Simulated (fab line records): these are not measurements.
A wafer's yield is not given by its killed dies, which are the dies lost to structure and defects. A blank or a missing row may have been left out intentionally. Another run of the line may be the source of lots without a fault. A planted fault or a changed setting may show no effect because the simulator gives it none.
Check for tools in common + flow nand_harc + 48 wafers sampled across 14 lots

## REASON IT WAS OPENED
On 2 of the 14 lots, a flag is raised at NHARC_A_ONON_D1_THK_MEAS_30 on the reading thk_nm. Fault-free wafers read 1002 nm, with a standard deviation of 10.
Rule: a lot is flagged in two cases, either no wafer of it has a number, or all its wafers with numbers fall more than 4 standard deviations from that mean. As for the other lots, they are considered sound.

| lot  | measured     | on            | thk_nm (nm), wafer by wafer | flag    |
|------|--------------|---------------|-----------------------------|---------|
| L536 | day 8 16:10  | film_metro-01 | 992 993 991                 |         |
| L535 | day 8 16:17  | film_metro-01 | 999 998 999                 |         |
| L539 | day 8 16:25  | film_metro-02 | 996 995 996                 |         |
| L538 | day 8 16:31  | film_metro-01 | 982 981 984                 |         |
| L537 | day 9 03:47  | film_metro-01 | 1011 1011 1011              |         |
| L540 | day 9 03:49  | film_metro-02 | 1021 1021 1019              |         |
| L546 | day 11 00:11 | film_metro-02 | 602 603 601 603 604 603     | FLAGGED |
| L548 | day 11 09:58 | film_metro-02 | 598 599 598 599 599 600     | FLAGGED |
| L550 | day 12 01:31 | film_metro-01 | 1003 1003 1003              |         |
| L552 | day 12 01:34 | film_metro-02 | 992 992 991                 |         |
| L555 | day 12 18:19 | film_metro-01 | 1013 1014 1013              |         |
| L554 | day 12 18:25 | film_metro-01 | 1019 1016 1015              |         |
| L556 | day 13 04:04 | film_metro-02 | 1001 999 1001               |         |
| L558 | day 14 04:06 | film_metro-02 | 1005 1004 1004              |         |
On average the flagged lots' numbers are 601 nm, which is -401 nm against the usual, or -40 standard deviations.

## EACH LOT AND THE TOOL IT RAN ON
The record holds 1 process step before the reading, out of a route of 1159 steps. Every cell lists first the tool, next ch and the chambers used by the sampled wafers, and last the start.
| lot  | flag    | NHARC_A_ONON_D1_DEP_28           |
|------|---------|----------------------------------|
| L536 |         | pecvd_onon-01 ch 0, day 8 15:39  |
| L535 |         | pecvd_onon-03 ch 0, day 8 15:47  |
| L539 |         | pecvd_onon-02 ch 0, day 8 15:58  |
| L538 |         | pecvd_onon-01 ch 0, day 8 16:04  |
| L537 |         | pecvd_onon-03 ch 0, day 9 03:19  |
| L540 |         | pecvd_onon-02 ch 0, day 9 03:25  |
| L546 | FLAGGED | pecvd_onon-02 ch 0, day 10 23:40 |
| L548 | FLAGGED | pecvd_onon-02 ch 0, day 11 09:38 |
| L550 |         | pecvd_onon-03 ch 0, day 12 01:02 |
| L552 |         | pecvd_onon-01 ch 0, day 12 01:05 |
| L555 |         | pecvd_onon-01 ch 0, day 12 17:48 |
| L554 |         | pecvd_onon-03 ch 0, day 12 17:59 |
| L556 |         | pecvd_onon-03 ch 0, day 13 03:40 |
| L558 |         | pecvd_onon-03 ch 0, day 14 03:43 |
What the steps here do:
- NHARC_A_ONON_D1_DEP_28: target thk 1000 nm.
- NHARC_A_ONON_D1_THK_MEAS_30: measures by ellipsometry.

## FLAGGED OVER TOTAL, TOOL BY TOOL (the gauges that took the reading come last)
| step                        | tool          | lots run | flagged | share of the flagged lots | sound lots run after its first flagged lot |
|-----------------------------|---------------|----------|---------|---------------------------|--------------------------------------------|
| NHARC_A_ONON_D1_DEP_28      | pecvd_onon-01 | 4        | 0       | none                      | -                                          |
| NHARC_A_ONON_D1_DEP_28      | pecvd_onon-02 | 4        | 2       | all                       | 0                                          |
| NHARC_A_ONON_D1_DEP_28      | pecvd_onon-03 | 6        | 0       | none                      | -                                          |
| NHARC_A_ONON_D1_THK_MEAS_30 | film_metro-01 | 7        | 0       | none                      | -                                          |
| NHARC_A_ONON_D1_THK_MEAS_30 | film_metro-02 | 7        | 2       | all                       | 3 (L552,L556,L558)                         |

## WHAT IS ALLOWED BY THE TABLE
Table rows that saw every flagged lot: 2, namely pecvd_onon-02 at NHARC_A_ONON_D1_DEP_28 and film_metro-02 at NHARC_A_ONON_D1_THK_MEAS_30.
- pecvd_onon-02 at NHARC_A_ONON_D1_DEP_28: 2 of its 4 lots flagged. A fault beginning between L540 (day 9 03:25), its last sound lot, and L546 (day 10 23:40), its first flagged one, fits the data.
- film_metro-02 at NHARC_A_ONON_D1_THK_MEAS_30: 2 of its 7 lots flagged. Sound lots followed the first flagged one (L552, L556, L558) on it, something a lasting fault affecting the whole tool could not allow.
Left over: one tool, pecvd_onon-02 at NHARC_A_ONON_D1_DEP_28.

## WHAT WAS PUT IN BY THE SIMULATOR
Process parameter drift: pecvd_onon-02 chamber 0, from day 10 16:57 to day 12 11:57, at NHARC_A_ONON_D1_DEP_28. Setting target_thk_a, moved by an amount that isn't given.
Shown lots that were struck: L546, L548. Same finding as the rule above.
